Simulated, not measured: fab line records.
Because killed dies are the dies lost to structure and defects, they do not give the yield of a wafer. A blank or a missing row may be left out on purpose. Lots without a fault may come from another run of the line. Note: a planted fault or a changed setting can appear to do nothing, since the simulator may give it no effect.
Check for tools in common    flow n5-finfet    9 lots and 27 wafers in the sample

THE REASON FOR OPENING IT
Of 9 lots, 3 have the reading IOFF_P_LONG flagged at N5_BEOL_M4_RC_MEAS_101. Wafers without a fault read 0.000106 nA/um, standard deviation 1e-05.
Rule: a lot is flagged when every wafer of it that has a number lies more than 4 standard deviations from that mean, or none has a number. All remaining lots are regarded as sound.

lot   measured      on         IOFF_P_LONG (nA/um), wafer by wafer  flag
L423  day 8 22:50   prober-01  0.000101 9.4e-05 9.4e-05             
L430  day 10 08:27  prober-02  0.02147 0.021897 0.021714            FLAGGED
L431  day 10 17:46  prober-02  0.017631 0.017477 0.017394           FLAGGED
L432  day 10 21:43  prober-01  0.024436 0.024353 0.024581           FLAGGED
L439  day 12 08:33  prober-02  0.000111 0.000112 0.000113           
L437  day 12 16:13  prober-01  9.6e-05 9.5e-05 9.4e-05              
L441  day 12 23:07  prober-02  0.000114 0.000115 0.000111           
L443  day 13 12:33  prober-01  0.000102 0.000101 0.0001             
L444  day 13 14:30  prober-02  0.000126 0.000123 0.00012            
On average the flagged lots read 0.021217 nA/um, which is +0.021111 nA/um against the usual, or +99 or more standard deviations.

WHICH TOOL EACH LOT WENT THROUGH
Before the reading, the record contains 4 process steps out of a 1938-step route. In each cell: the tool, then ch and the chambers that the sampled wafers went through, then the start.
lot   flag     N5_SDB_ETCH_25                     N5_SDB_CUT_ETCH_26               N5_HKMG_FIN_ALD_74               N5_HKMG_FIN_ALD_75
L423           rie-diel-04 ch 0,1,2, day 3 17:10  rie-si-02 ch 0,1,3, day 3 17:13  ald-hk-01 ch 1,2,3, day 3 21:44  ald-hk-01 ch 1,2,3, day 3 21:49
L430  FLAGGED  rie-diel-04 ch 0,2,3, day 5 12:51  rie-si-02 ch 1,3, day 5 12:56    ald-hk-01 ch 1,2, day 5 17:22    ald-hk-01 ch 1,2, day 5 17:26
L431  FLAGGED  rie-diel-01 ch 1,2,3, day 5 21:12  rie-si-02 ch 0,1,3, day 5 21:17  ald-hk-03 ch 0,3, day 6 01:32    ald-hk-03 ch 0,3, day 6 01:37
L432  FLAGGED  rie-diel-01 ch 1,2, day 5 21:53    rie-si-03 ch 0,1,2, day 5 21:58  ald-hk-01 ch 0,2,3, day 6 02:19  ald-hk-01 ch 0,2,3, day 6 02:24
L439           rie-diel-02 ch 0,1,3, day 7 18:16  rie-si-02 ch 0,1,2, day 7 18:20  ald-hk-01 ch 0,1,2, day 7 22:45  ald-hk-01 ch 0,1,2, day 7 22:50
L437           rie-diel-02 ch 0,3, day 7 06:38    rie-si-03 ch 0,3, day 7 06:43    ald-hk-03 ch 1,2, day 7 11:04    ald-hk-03 ch 1,2, day 7 11:08
L441           rie-diel-02 ch 0,1,3, day 8 06:29  rie-si-02 ch 0,3, day 8 06:35    ald-hk-01 ch 1,2,3, day 8 10:52  ald-hk-01 ch 1,2,3, day 8 10:56
L443           rie-diel-01 ch 0,3, day 8 17:07    rie-si-05 ch 0,3, day 8 17:12    ald-hk-01 ch 0,3, day 8 21:44    ald-hk-01 ch 0,3, day 8 21:49
L444           rie-diel-02 ch 0,2,3, day 9 00:06  rie-si-02 ch 0,2,3, day 9 00:11  ald-hk-01 ch 0,2, day 9 04:28    ald-hk-01 ch 0,2, day 9 04:32
These steps, and what they do:
- N5_SDB_ETCH_25: etches SiO2 in C4F6/O2, target depth 10 nm, time 3.3 s.
- N5_SDB_CUT_ETCH_26: etches Si in HBr/Cl2/O2, target depth 129.6 nm, bt time 20 s, time 51.8 s.
- N5_HKMG_FIN_ALD_74: deposits La2O3, target thk 0.5 nm, pulse time 6 s, co reactant pulse time 1 s.
- N5_HKMG_FIN_ALD_75: deposits Al2O3, target thk 1 nm, co reactant pulse time 1 s.
- N5_BEOL_M4_RC_MEAS_101

FLAGGED AGAINST TOTAL, ONE TOOL AT A TIME (gauges that did the reading follow at the end)
step                    tool         lots run  flagged  share of the flagged lots  sound lots run after its first flagged lot
N5_SDB_ETCH_25          rie-diel-01  3         2        some                       1 (L443)
N5_SDB_ETCH_25          rie-diel-02  4         0        none                       -
N5_SDB_ETCH_25          rie-diel-04  2         1        some                       0
N5_SDB_CUT_ETCH_26      rie-si-02    6         2        some                       3 (L439,L441,L444)
N5_SDB_CUT_ETCH_26      rie-si-03    2         1        some                       1 (L437)
N5_SDB_CUT_ETCH_26      rie-si-05    1         0        none                       -
N5_HKMG_FIN_ALD_74      ald-hk-01    7         2        some                       4 (L439,L441,L443,L444)
N5_HKMG_FIN_ALD_74      ald-hk-03    2         1        some                       1 (L437)
N5_HKMG_FIN_ALD_75      ald-hk-01    7         2        some                       4 (L439,L441,L443,L444)
N5_HKMG_FIN_ALD_75      ald-hk-03    2         1        some                       1 (L437)
N5_BEOL_M4_RC_MEAS_101  prober-01    4         1        some                       2 (L437,L443)
N5_BEOL_M4_RC_MEAS_101  prober-02    5         2        some                       3 (L439,L441,L444)

WHAT THE TABLE ALLOWS
No row of the table ran every flagged lot.

WHAT THE SIMULATOR HAD PUT IN
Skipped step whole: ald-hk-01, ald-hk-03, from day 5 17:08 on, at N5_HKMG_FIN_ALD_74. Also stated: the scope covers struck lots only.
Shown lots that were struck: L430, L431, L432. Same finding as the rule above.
